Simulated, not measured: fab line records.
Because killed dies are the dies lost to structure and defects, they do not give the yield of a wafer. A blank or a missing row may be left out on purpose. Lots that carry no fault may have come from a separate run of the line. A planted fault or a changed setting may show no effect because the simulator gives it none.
Split-lot study + flow n5-finfet + 21 wafers read across 7 lots, on a route 1938 steps long

THE SPLIT
At N5_BEOL_M1_HM_DEP_02 (deposits TiN, target thk 20 nm), the setting target-thk-a was moved away from the recipe's 200 angstrom on 4 of the 21 wafers read, by -13.0% to +13.4%. All remaining wafers had this setting at the recipe value.

FROM THE SPLIT TO THE READING: what the file shows between them, 4 steps
- N5_BEOL_M1_COAT_61: time 60 s, resist thk 60 nm
- N5_BEOL_M1_COAT_62: time 60 s, resist thk 12 nm
- N5_BEOL_M1_STRIP_75: strips in N2/H2
- N5_BEOL_M1_STRIP_66: strips in CF4

THE READING
etch.depth-nm (the simulator's own value, which no gauge read), in nm, at N5_BEOL_M1_HM_OPEN_17 (chemistry Cl2/BCl3, target TiN, target depth 20 nm, overetch 6 nm). The file gives no usual value for it. Across the 17 wafers here that went through the recipe, the average is 20.10 nm and the standard deviation 0.31 nm.

| wafer  | tool, chamber at the split | target-thk-a as run, angstrom | against the recipe | etch.depth-nm, nm | against lot-mates on the recipe |
|--------|----------------------------|-------------------------------|--------------------|-------------------|---------------------------------|
| L074.1 | pvd-sputter-02, -          | 226.8                         | +13.4%             | 23.06             | +3.23                           |
| L074.2 | pvd-sputter-02, -          | 200                           | recipe             | 19.83             | -                               |
| L074.4 | pvd-sputter-02, -          | 226.8                         | +13.4%             | 23.05             | +3.22                           |
| L075.4 | pvd-sputter-01, -          | 200                           | recipe             | 19.71             | -                               |
| L075.5 | pvd-sputter-01, -          | 200                           | recipe             | 20                | -                               |
| L075.6 | pvd-sputter-01, -          | 200                           | recipe             | 20.01             | -                               |
| L078.1 | pvd-sputter-01, -          | 200                           | recipe             | 20.14             | -                               |
| L078.3 | pvd-sputter-01, -          | 200                           | recipe             | 20.2              | -                               |
| L078.6 | pvd-sputter-01, -          | 200                           | recipe             | 20.07             | -                               |
| L081.3 | pvd-sputter-02, -          | 200                           | recipe             | 20.32             | -                               |
| L081.4 | pvd-sputter-02, -          | 200                           | recipe             | 19.9              | -                               |
| L081.5 | pvd-sputter-02, -          | 200                           | recipe             | 20.44             | -                               |
| L089.2 | pvd-sputter-02, -          | 200                           | recipe             | 19.69             | -                               |
| L089.5 | pvd-sputter-02, -          | 200                           | recipe             | 20.04             | -                               |
| L089.6 | pvd-sputter-02, -          | 200                           | recipe             | 20.45             | -                               |
| L090.1 | pvd-sputter-02, -          | 213.4                         | +6.7%              | 22.24             | +1.61                           |
| L090.2 | pvd-sputter-02, -          | 200                           | recipe             | 20.33             | -                               |
| L090.4 | pvd-sputter-02, -          | 200                           | recipe             | 20.92             | -                               |
| L091.1 | pvd-sputter-03, -          | 200                           | recipe             | 19.75             | -                               |
| L091.3 | pvd-sputter-03, -          | 174                           | -13.0%             | 17.46             | -2.33                           |
| L091.5 | pvd-sputter-03, -          | 200                           | recipe             | 19.83             | -                               |

THE FIT
A straight line over all 21 wafers: etch.depth-nm changes by +0.222 nm for each +1% of target-thk-a; r = +0.96; the points scatter about the line by 0.33 nm.
The same after taking each lot's own level away (the mean of its wafers on the recipe; 21 wafers): +0.221 nm for each +1%; r = +0.98; scatter 0.24 nm.
According to that fit, moving target-thk-a by its largest amount changes the reading by 3 nm.
The span of the lots' own levels, 19.790 to 20.625 nm, comes to 2.7 times the standard deviation stated above.
So the lot-to-lot level changes the slope little: the two slopes agree.
Check: for one of the wafers moved furthest among these (+13.4%), held out of the fit, the line's prediction against its lot-mates is +2.91 nm. It came out at +3.23 nm against them.

OTHER SPLITS APPLIED TO THESE WAFERS
These wafers also went through other splits before the reading. Each is held against what the fit with the lots' levels taken away leaves over:
| other split on the same wafers          | wafers away from the commonest value | r with etch.depth-nm (lot level and that fit taken away) |
|-----------------------------------------|--------------------------------------|----------------------------------------------------------|
| N5_BEOL_M0_SAQP_PECVD_04 time-s         | 9                                    | +0.02                                                    |
| N5_BEOL_M0_SAQP_COAT_82 spin-rpm        | 7                                    | +0.09                                                    |
| N5_BEOL_M0_SAQP_SPACER1_ALD_98 temp-c   | 7                                    | +0.20                                                    |
| N5_BEOL_M0_SAQP_ETCH_106 target-depth-a | 6                                    | -0.32                                                    |

THE WHOLE CHAIN: every reading that the file lists as answering this split, in the file's order
| step                  | what it does                                                      | reading                                                                          | change (the file's fit)               | r (the file's) |
|-----------------------|-------------------------------------------------------------------|----------------------------------------------------------------------------------|---------------------------------------|----------------|
| N5_BEOL_M1_HM_DEP_02  | deposits TiN, target thk 20 nm                                    | TiN_of_BEOL_M1_HM_DEP_02.thk-nm (the simulator's own value, which no gauge read) | +0.214 nm for each +1% of the setting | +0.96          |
| N5_BEOL_M1_HM_OPEN_17 | chemistry Cl2/BCl3, target TiN, target depth 20 nm, overetch 6 nm | etch.depth-nm (the simulator's own value, which no gauge read)                   | +0.215 nm for each +1% of the setting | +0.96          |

FILE'S OWN FIT
etch.depth-nm changes by +0.215 nm for each +1% of target-thk-a, r = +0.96.
